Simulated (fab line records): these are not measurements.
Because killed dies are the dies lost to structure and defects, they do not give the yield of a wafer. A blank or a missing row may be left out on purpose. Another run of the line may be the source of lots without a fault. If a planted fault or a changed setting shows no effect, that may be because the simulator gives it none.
A struck lot beside a sound one | flow nand-harc | 15 out of 1302 route steps
Sound: these wafers, L799.2, L799.3, L799.6. Struck: wafer L797.4 (left out: L797.2, L797.6 of the same lot, which were not struck); the cause appears at the end.
Order at every step that has rows: each side's tool, ch and its chambers, its first start. Under that, the readings that differ: sound wafers | struck wafers | difference of the means | sigmas: that difference in standard deviations of wafers without a fault.
alike: same words and numbers on both sides, and readings whose means sit less than 2 such deviations apart. not compared: any withheld reading, any reading some wafer has no value for, any bound like >300 that may hide the same value, and any number with overlapping values for which the record gives no deviation.
Wherever a step has rows on one side only, a row that says differs or no value, or a row with sigmas, the two part there. Numbers that have no deviation but don't overlap get no sigmas and don't part them. A reading that every wafer of one side lacks parts them only if that side has two wafers or more.

first, 2 steps without rows for these wafers: NHARC_A_CONTACT_STRIP_104 (strips in CF4/CHF3); NHARC_A_CONTACT_STRIP_105 (strips in O2/COS).
NHARC_A_CONTACT_ETCH_106: etches the open film in CF4/O2, target depth 90 nm, overetch 9 nm, time 49.5 s.
  sound on rie-diel-12 ch 0,1,3, day 30 14:56; struck on rie-diel-13 ch 1, day 29 20:26
  alike: drypump-motor-current-A, oes-product-au, rf-vpp-V, showerhead-plenum-p-Torr, throttle-valve-pct
  not compared: rf-hours-counter-h
NHARC_A_CONTACT_STRIP_82: strips in O2.
  sound: rie-diel-12 ch 0,3; struck: rie-diel-13 ch 3
  reading                | sound                | struck | difference | sigmas
  throttle-valve-pct (%) | 17.031 17.036 17.030 | 17.052 | +0.020     | +2
  alike: drypump-motor-current-A, oes-product-au, rf-vpp-V, showerhead-plenum-p-Torr
  not compared: rf-hours-counter-h
then, 1 step without rows for these wafers: NHARC_A_CONTACT_STRIP_83 (strips in post etch residue remover, time 600 s).
NHARC_A_CONTACT_DEP_84: deposits aC, target thk 2800 nm.
  sound on acl-dep-01 ch 0, day 30 18:31; struck on acl-dep-01 ch 0, day 29 21:35
  alike: throttle-valve-pct
NHARC_A_CONTACT_DEP_85: deposits SiON, target thk 60 nm.
  sound on pecvd-04 ch 0,1, day 30 19:58; struck on pecvd-01 ch 1, day 29 23:05
  alike: heater-power-w
then, 5 steps without rows for these wafers: NHARC_A_CONTACT_DEHYDRATE_00 (time 120 s); NHARC_A_CONTACT_HMDS_01 (time 30 s); NHARC_A_CONTACT_COAT_86 (time 75 s); NHARC_A_CONTACT_COAT_87 (time 65 s); NHARC_A_CONTACT_COAT_02 (resist thk 90 nm).
NHARC_A_CONTACT_SOFTBAKE_03: time 55 s.
  sound on litho-track-01 ch 0, day 30 20:00; struck on litho-track-06 ch 0, day 29 23:00
  reading                  | sound                | struck | difference | sigmas
  heater-power-total-W (W) | 188.29 188.30 188.40 | 323.00 | +134.67    | +99 or more
  alike: chill-plate-temp-C
then, 2 steps without rows for these wafers: NHARC_A_CONTACT_EBR_04; NHARC_END_SORT_01.

WHERE THEY PART
Last at NHARC_A_CONTACT_SOFTBAKE_03 as far as this record goes, first at NHARC_A_CONTACT_STRIP_82.

WHY: what had been put in by the simulator
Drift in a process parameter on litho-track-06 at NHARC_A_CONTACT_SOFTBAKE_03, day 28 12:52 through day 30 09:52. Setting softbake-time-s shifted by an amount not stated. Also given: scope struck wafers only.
